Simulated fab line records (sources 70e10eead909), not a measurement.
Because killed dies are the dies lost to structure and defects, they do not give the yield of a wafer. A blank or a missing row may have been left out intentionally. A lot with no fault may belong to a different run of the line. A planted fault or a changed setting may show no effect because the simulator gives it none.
The same fault as seen by 2 desks / flow nand-harc / each desk has only its own numbers; what lay behind them comes last

DESK OF THE TOOL OWNER: rie-diel-13
The tool's own readings at NHARC_A_M0_ETCH_34 (etches the open film in N2/H2, target depth 40 nm, overetch 12 nm, time 43.94 s): means of the sampled wafers that have a number, for each lot that ran on this tool. A lot is out of limits, marked OUT, if its mean lies more than 4 standard deviations from the usual mean; the brackets give that distance.
Columns: A = bias-w at NHARC_A_M0_ETCH_34, usual 150.1 W; B = chamber-pressure-mTorr at NHARC_A_M0_ETCH_34, usual 30.000 mTorr; C = drypump-motor-current-A at NHARC_A_M0_ETCH_34, usual 6.0 A; D = oes-product-au at NHARC_A_M0_ETCH_34, usual 0.999 a.u.; E = rf-vpp-V at NHARC_A_M0_ETCH_34, usual 430.8 V; F = showerhead-plenum-p-Torr at NHARC_A_M0_ETCH_34, usual 2.05 Torr; G = throttle-valve-pct at NHARC_A_M0_ETCH_34, usual 14.173 %
lot=L984; first seen here=day 23 12:51; A=150.2; B=30.007; C=5.7; D=1.006; E=430.7; F=2.07; G=14.172
lot=L988; first seen here=day 24 05:30; A=149.8; B=30.026; C=6.2; D=1.005; E=430.2; F=2.04; G=14.171
lot=L991; first seen here=day 25 22:26; A=150.4; B=30.016; C=6.1; D=1.000; E=431.4; F=2.05; G=14.171
lot=L995; first seen here=day 28 01:38; A=150.1; B=29.988; C=5.8; D=1.004; E=431.7; F=2.08; G=14.169
lot=L106; first seen here=day 33 03:45; A=149.9; B=30.005; C=6.3; D=0.994; E=431.8; F=2.05; G=14.179
Finding of this desk: none of the 5 lots has anything out of limits.

METROLOGY DESK
Lot by lot, what the gauges showed, no matter which tool ran the lot: averages of those sampled wafers that carry a number. A lot is out of limits, marked OUT, if its mean lies more than 4 standard deviations from the usual mean; the brackets give that distance.
Columns: A = overlay-x-nm at NHARC_A_M0_OVL_MEAS_10, usual -0.1 nm; B = overlay-y-nm at NHARC_A_M0_OVL_MEAS_10, usual -0.3 nm
lot=L983; first seen here=day 22 20:57; A=0.8; B=0.0
lot=L984; first seen here=day 23 12:39; A=0.2; B=0.0
lot=L986; first seen here=day 24 00:01; A=-1.4; B=0.1
lot=L988; first seen here=day 24 05:19; A=-1.1; B=-1.1
lot=L991; first seen here=day 25 22:14; A=-0.2; B=-1.4
lot=L990; first seen here=day 26 14:28; A=0.1; B=0.4
lot=L993; first seen here=day 27 08:28; A=-0.2; B=0.6
lot=L994; first seen here=day 27 12:41; A=-1.1; B=0.3
lot=L995; first seen here=day 28 01:28; A=0.3; B=0.8
lot=L996; first seen here=day 28 07:23; A=0.9; B=-1.2
lot=L997; first seen here=day 28 16:42; A=-0.0; B=-0.2
lot=L999; first seen here=day 29 14:20; A=1.0; B=-0.6
lot=L101; first seen here=day 30 13:03; A=0.7; B=-1.3
lot=L105; first seen here=day 32 03:53; A=-0.4; B=-0.2
lot=L106; first seen here=day 33 03:34; A=-0.2; B=-0.8
Finding of this desk: none of the 15 lots has anything out of limits.

PUT TOGETHER
The tool owner's desk saw nothing out of limits.
Metrology desk: nothing out of limits seen.

WHAT THE SIMULATOR HAD INSERTED
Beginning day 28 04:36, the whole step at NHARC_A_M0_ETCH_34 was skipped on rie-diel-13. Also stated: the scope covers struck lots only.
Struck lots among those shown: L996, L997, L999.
